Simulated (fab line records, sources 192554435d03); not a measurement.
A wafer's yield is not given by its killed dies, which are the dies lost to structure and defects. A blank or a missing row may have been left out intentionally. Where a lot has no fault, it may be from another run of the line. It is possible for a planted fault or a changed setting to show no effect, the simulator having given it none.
Chamber matching ; flow n5Finfet ; N5_BEOL_M1_ILD_DEP_00 on pecvd-03: 3 sister chambers
The step deposits SiOC from DEMS/O2, target thk 79 nm, time 15.3 s. 3 wafers are shown with their chamber, then 7 later ones without.

WAFERS, EACH WITH ITS CHAMBER
wafer;chamber;throttleValvePct (%)
L647.1;0;14.7
L647.6;1;12.5
L650.1;2;10.9

WAFERS WITH NO CHAMBER GIVEN
wafer;throttleValvePct (%)
L650.3;14.8
L650.4;10.8
L651.3;14.8
L651.4;12.6
L651.6;10.8
L654.2;14.4
L654.5;10.8

THE CHAMBER EACH PASSED THROUGH
wafer;from the rows above;in truth
L650.3;0;0
L650.4;2;2
L651.3;0;0
L651.4;1;1
L651.6;2;2
L654.2;0;0
L654.5;2;2
Correct placement for 7 of the 7. Number that these rows cannot place: 0. Number placed wrongly: 0.
How it was worked out, from the rows above alone: a wafer's distance from a chamber is the root of the sum, over the readings, of the square of ((its reading less the chamber's mean) divided by the reading's scatter). The wafer belongs to the nearest chamber; if the next one is less than 2 further off, it can't be placed. For every chamber, the mean is computed from those of its wafers that are shown. The scatter (one wafer shown for each chamber): square how far every hidden wafer sits from the nearest shown wafer, average those squares and take the square root.
